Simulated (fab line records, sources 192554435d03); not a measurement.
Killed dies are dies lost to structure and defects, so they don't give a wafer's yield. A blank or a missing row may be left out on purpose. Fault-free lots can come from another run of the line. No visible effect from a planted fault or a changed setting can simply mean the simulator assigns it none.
A lot that was struck, set against a sound lot ; flow n5-finfet ; 23 steps out of a route of 1938
Sound: these wafers, L202.1, L202.3, L202.6. Struck: wafer L208.1. (L208.3, L208.5 of the same lot were not struck and are left out.) The cause comes at the end.
Per side, at each step with rows, come the tool, then ch with its chambers, and then its first start. Under that, the readings that differ: sound wafers ; struck wafers ; difference of the means ; sigmas: that difference in standard deviations of wafers without a fault.
alike: readings with means less than 2 such deviations apart, plus words and numbers identical on both sides. not compared: withheld readings, readings lacking a value on some wafer, bounds such as >300 that could conceal the same value, and numbers that have no deviation in the record and whose values overlap.
Wherever a step has rows on one side only, a row that says differs or no value, or a row with sigmas, the two part there. Numbers that don't overlap but have no deviation are shown without sigmas and don't part them. A reading that every wafer of one side lacks parts them only if that side has two wafers or more.

first, 9 steps without rows for these wafers: N5_FIN_CUT_EXPOSE_05 (exposes mask FIN CUT); N5_FIN_CUT_PEB_06 (peb time 60 s); N5_FIN_CUT_DEVELOP_07 (develop time 30 s); N5_FIN_CUT_DESCUM_13 (chemistry O2, time 7 s); N5_FIN_CUT_ETCH_30 (etches underlayer in N2/H2, target depth 13 nm, time 10.4 s); N5_FIN_CUT_ETCH_20 (etches SiARC in CF4, target depth 26 nm, time 43.3 s); N5_FIN_CUT_ETCH_21 (etches SOC in N2/H2, target depth 219 nm, overetch 43.8 nm, time 523.5 s); N5_FIN_CUT_STRIP_23 (strips in N2/H2); N5_FIN_CUT_STRIP_31 (strips in N2/H2).
N5_FIN_CUT_STRIP_24: strips in CF4.
  sound on rie-diel-04 ch 0,1,3, day 4 09:17; struck on rie-diel-04 ch 1, day 6 02:34
  alike: drypump-motor-current-A, oes-product-au, rf-vpp-V, showerhead-plenum-p-Torr, throttle-valve-pct
  not compared: rf-hours-counter-h
then, 9 steps without rows for these wafers: N5_FIN_CUT_CUT_ETCH_26 (etches SiNx in CH3F/O2, target depth 39 nm, time 55.7 s); N5_FIN_CUT_CUT_ETCH_27 (etches SiO2 in CHF3/O2, target depth 4 nm, overetch 2 nm, time 4.9 s); N5_FIN_CUT_PRECLEAN_35 (cleans in vHF, time 13.3 s); N5_FIN_CUT_CUT_ETCH_15 (etches Si in HBr/Cl2/O2, target depth 100 nm, bt time 10 s, time 42.4 s); N5_FIN_CUT_CUT_ETCH_28 (etches Si in HBr/Cl2/O2, target depth 6 nm, time 2.4 s); N5_FIN_CUT_STRIP_22 (strips in N2/H2); N5_FIN_CUT_PRECLEAN_36 (cleans in O3/DIW, time 60 s); N5_FIN_CUT_SRD_32 (time 30 s); N5_FIN_CUT_UV_OZONE_34 (time 120 s).
N5_FIN_CUT_INSPECT_17: inspects for defects (brightfield).
  sound on defect-inspect-01 at day 4 09:47; struck on defect-inspect-01 at day 6 03:31
reading;sound;struck;difference;sigmas
raw-defect-count;162 119 108;986;+856;+13
then, 1 step without rows for these wafers: N5_STI_FIN_REVEAL_ALD_00 (deposits SiO2, target thk 1 nm, pulse time 1 s).
-- the record jumps here: 6 days lie between the struck wafers' starts before and after (it left off in module STI_FIN_REVEAL and takes up again in module BEOL_M4, whose first step shown is number 1111 of the route) --
N5_BEOL_M4_RC_MEAS_101:
  sound on prober-01 ch 0, day 10 14:25; struck on prober-02 ch 0, day 11 20:39
  alike: DIBL_N, DIBL_P, IOFF_N, IOFF_P, ION_N, ION_P, SS_N, SS_P, VT_N, VT_P
-- here the record skips 5 days between the struck wafers' starts before and after, leaving off in module BEOL_M4 and picking up in module PASSIVATION (first step shown: number 1936 of the route) --
N5_PASSIVATION_PROBE_49:
  sound on prober-01 at day 15 06:37; struck on prober-02 at day 16 14:52
reading;sound;struck;difference;sigmas
defect-limited-yield (%);91.1 92.0 91.9;84.0;-7.7;-5
killed-at-front-end;53 42 32;113;+71;+5
killed-at-other;2 0 4;10;+8;+3
killed-dies;105 94 96;189;+91;+4
killed-on-rim;13 13 14;34;+21;+5
sort_bin_5_function (%);4.6 4.5 5.3;10.3;+5.5;+5
sort-n-pass;1075 1086 1084;991;-91;-4
sort-yield-pct (%);91.1 92.0 91.9;84.0;-7.7;-4
  alike: killed_at_M0_to_M3, killed_at_M4_up, killed-at-contacts, killed-open, killed-short, sort_bin_6_memory, sort_bin_8_speed

## WHERE THEY PART
Earliest at N5_FIN_CUT_INSPECT_17; latest, in this record, at N5_PASSIVATION_PROBE_49.

WHY: the cause the simulator had injected
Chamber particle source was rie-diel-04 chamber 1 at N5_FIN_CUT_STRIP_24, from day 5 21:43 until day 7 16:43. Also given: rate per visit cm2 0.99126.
